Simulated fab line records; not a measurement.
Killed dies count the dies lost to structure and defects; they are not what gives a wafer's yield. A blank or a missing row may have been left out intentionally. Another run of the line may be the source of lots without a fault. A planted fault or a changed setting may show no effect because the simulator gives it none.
Split-lot experiment + flow n5_finfet + on a route of 1938 steps: 7 lots, 39 wafers read

## ABOUT THE SPLIT
At N5_BEOL_M9_DESCUM_16 (chemistry O2, time 7.9 s), the setting time_s was moved away from the recipe's 7.9 s on 12 of the 39 wafers read, by -45.8% to +57.7%. For the rest of the wafers, this setting stayed at what the recipe calls for.

Split to reading: the file shows no intervening step.

## THE READING
CAR-ArF_of_BEOL_M9_COAT_05.thk_nm (the simulator's own value, which no gauge read), in nm, at N5_BEOL_M9_ETCH_61 (etches SiARC in CF4, target depth 39 nm, time 65 s). There is no usual value for it anywhere in the file. The 27 wafers here that ran the recipe average 55.5 nm, standard deviation 0.23 nm.

| wafer  | tool, chamber at the split | time_s as run, s | against the recipe | CAR-ArF_of_BEOL_M9_COAT_05.thk_nm, nm | against lot-mates on the recipe |
|--------|----------------------------|------------------|--------------------|---------------------------------------|---------------------------------|
| L077.1 | rie_diel-02, 3,3,0         | 9.218            | +16.7%             | 54.4                                  | -1.1                            |
| L077.2 | rie_diel-02, 1             | 7.9              | recipe             | 55.4                                  | -                               |
| L077.3 | rie_diel-02, 0             | 7.9              | recipe             | 55.4                                  | -                               |
| L077.4 | rie_diel-02, 3,3,0         | 9.218            | +16.7%             | 54.6                                  | -0.9                            |
| L077.6 | rie_diel-02, 3,3,0         | 9.218            | +16.7%             | 54.6                                  | -0.9                            |
| L077.5 | rie_diel-02, 1             | 7.9              | recipe             | 55.6                                  | -                               |
| L079.1 | rie_diel-06, 1,2,2         | 7.9              | recipe             | 55.4                                  | -                               |
| L079.3 | rie_diel-06, 3             | 7.9              | recipe             | 55.4                                  | -                               |
| L079.5 | rie_diel-06, 1,2,2         | 7.9              | recipe             | 55.4                                  | -                               |
| L079.2 | rie_diel-06, 0,1           | 7.9              | recipe             | 55.8                                  | -                               |
| L079.6 | rie_diel-06, 0,1           | 7.9              | recipe             | 55.8                                  | -                               |
| L079.4 | rie_diel-06, 1,2,2         | 7.9              | recipe             | 55.2                                  | -                               |
| L081.1 | rie_diel-05, 0             | 7.9              | recipe             | 55.8                                  | -                               |
| L081.2 | rie_diel-05, 2             | 12.46            | +57.7%             | 52.4                                  | -3.1                            |
| L081.3 | rie_diel-05, 3             | 7.9              | recipe             | 55.4                                  | -                               |
| L081.4 | rie_diel-05, 1,0           | 12.46            | +57.7%             | 52.6                                  | -2.9                            |
| L081.6 | rie_diel-05, 1,0           | 12.46            | +57.7%             | 52.6                                  | -2.9                            |
| L081.5 | rie_diel-05, 3             | 7.9              | recipe             | 55.2                                  | -                               |
| L088.1 | rie_diel-02, 2,0           | 7.9              | recipe             | 55.4                                  | -                               |
| L088.2 | rie_diel-02, 2,0           | 7.9              | recipe             | 55.4                                  | -                               |
| L088.3 | rie_diel-02, 3,1,3         | 7.9              | recipe             | 55.4                                  | -                               |
| L088.4 | rie_diel-02, 3,1,3         | 7.9              | recipe             | 55.4                                  | -                               |
| L088.5 | rie_diel-02, 3,1,3         | 7.9              | recipe             | 55.4                                  | -                               |
| L088.6 | rie_diel-02, 0             | 7.9              | recipe             | 55                                    | -                               |
| L089.1 | rie_diel-06, 2             | 5.968            | -24.5%             | 57                                    | +1.2                            |
| L089.2 | rie_diel-06, 3             | 5.968            | -24.5%             | 57                                    | +1.2                            |
| L089.3 | rie_diel-06, 0             | 7.9              | recipe             | 55.8                                  | -                               |
| L089.4 | rie_diel-06, 1             | 7.9              | recipe             | 55.8                                  | -                               |
| L089.5 | rie_diel-06, 0             | 7.9              | recipe             | 55.8                                  | -                               |
| L089.6 | rie_diel-06, 1             | 5.968            | -24.5%             | 57.4                                  | +1.6                            |
| L092.1 | rie_diel-02, 0             | 7.9              | recipe             | 55.8                                  | -                               |
| L092.2 | rie_diel-02, 3             | 4.279            | -45.8%             | 57.8                                  | +2.2                            |
| L092.3 | rie_diel-02, 1             | 7.9              | recipe             | 55.4                                  | -                               |
| L092.4 | rie_diel-02, 2             | 7.9              | recipe             | 55.6                                  | -                               |
| L092.5 | rie_diel-02, 2,3           | 4.279            | -45.8%             | 57.6                                  | +2.0                            |
| L092.6 | rie_diel-02, 2,3           | 4.279            | -45.8%             | 57.6                                  | +2.0                            |
| L094.1 | rie_diel-06, 1,0           | 7.9              | recipe             | 55.8                                  | -                               |
| L094.2 | rie_diel-06, 0             | 7.9              | recipe             | 55.8                                  | -                               |
| L094.5 | rie_diel-06, 1,0           | 7.9              | recipe             | 55.8                                  | -                               |
Rows listing several chambers each stand for several wafers; the file does not say which wafer went through which chamber.

THE FIT
A straight line over all 39 wafers: CAR-ArF_of_BEOL_M9_COAT_05.thk_nm changes by -0.0518 nm for each +1% of time_s; r = -0.98; the points scatter about the line by 0.24 nm.
The same after taking each lot's own level away (the mean of its wafers on the recipe; 39 wafers): -0.0495 nm for each +1%; r = -0.99; scatter 0.17 nm.
That fit puts the effect of the largest move of time_s on the reading at 2.9 nm.
Measured against the standard deviation above, the lots' own levels, which go from 55.33 to 55.80 nm, span 2.0 times it.
Consequently the slope shifts little with the lot-to-lot level, the two slopes agreeing.
Check: -2.83 nm against its lot-mates is what the line predicts for one of the wafers moved furthest among these (+57.7%) when that wafer is left out of the fit. Against them it came out at -3.07 nm.

## OTHER SPLITS APPLIED TO THESE WAFERS
Other splits were also applied to these wafers ahead of the reading. Each is held against what the fit with the lots' levels taken away leaves over:
| other split on the same wafers   | wafers away from the commonest value | r with CAR-ArF_of_BEOL_M9_COAT_05.thk_nm (lot level and that fit taken away) |
|----------------------------------|--------------------------------------|------------------------------------------------------------------------------|
| N5_BEOL_M4_TRENCH_ETCH_37 time_s | 18                                   | +0.05                                                                        |
| N5_BEOL_M6_ALD_77 ald_cycles     | 9                                    | +0.04                                                                        |

## THE WHOLE CHAIN: every reading that the file lists as answering this split, in the file's order
| step                 | what it does                                       | reading                                                                            | change (the file's fit)                | r (the file's) |
|----------------------|----------------------------------------------------|------------------------------------------------------------------------------------|----------------------------------------|----------------|
| N5_BEOL_M9_DESCUM_16 | chemistry O2, time 7.9 s                           | CAR-ArF_of_BEOL_M9_COAT_05.thk_nm (the simulator's own value, which no gauge read) | -0.0484 nm for each +1% of the setting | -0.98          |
| N5_BEOL_M9_ETCH_61   | etches SiARC in CF4, target depth 39 nm, time 65 s | CAR-ArF_of_BEOL_M9_COAT_05.thk_nm (the simulator's own value, which no gauge read) | -0.0495 nm for each +1% of the setting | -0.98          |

## FILE'S OWN FIT
CAR-ArF_of_BEOL_M9_COAT_05.thk_nm changes by -0.0495 nm for each +1% of time_s, r = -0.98.
